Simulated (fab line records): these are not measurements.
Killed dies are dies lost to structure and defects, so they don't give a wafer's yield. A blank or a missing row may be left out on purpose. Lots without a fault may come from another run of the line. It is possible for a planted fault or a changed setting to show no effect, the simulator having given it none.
Matching of chambers ; flow n5-finfet ; N5_HKMG_FIN_ALD_74 on ald-hk-01 has 4 sister chambers
The step deposits La2O3, target thk 0.5 nm, pulse time 6 s, co reactant pulse time 1 s. 8 wafers are shown with their chamber, then 9 later ones without.

== EACH WAFER AND ITS CHAMBER ==
wafer;chamber;heater-power-w (W);precursor-pulse-height-rel
L083.5;1;329;1.019
L083.6;2;297;0.998
L084.1;2;301;1.010
L084.5;0;358;1.004
L084.6;3;388;0.993
L085.2;1;346;0.973
L085.3;0;363;1.006
L085.5;3;392;0.986

== WAFERS WHOSE CHAMBER IS MISSING ==
wafer;heater-power-w (W);precursor-pulse-height-rel
L087.2;311;1.016
L087.3;362;1.033
L087.5;309;0.980
L093.1;334;0.992
L093.4;404;1.021
L093.5;332;1.011
L094.2;399;1.000
L094.4;306;1.001
L094.5;393;1.009

== CHAMBER TAKEN BY EACH ==
wafer;from the rows above;in truth
L087.2;2;2
L087.3;0;0
L087.5;2;2
L093.1;1;1
L093.4;3;3
L093.5;1;1
L094.2;3;3
L094.4;2;2
L094.5;3;3
9 of 9 placed correctly. Number that these rows cannot place: 0. Placed wrongly: 0.
How it was worked out, from the rows above alone: a wafer's distance from a chamber is the root of the sum, over the readings, of the square of ((its reading less the chamber's mean) divided by the reading's scatter). If the next closest chamber is less than 2 further off than the closest, the wafer can't be placed; otherwise it belongs to the closest. The mean given for a chamber averages the wafers shown for that chamber. The scatter is the square root of a quotient: the sum, over the shown wafers, of each reading's squared deviation from its chamber's mean, divided by wafers minus chambers.
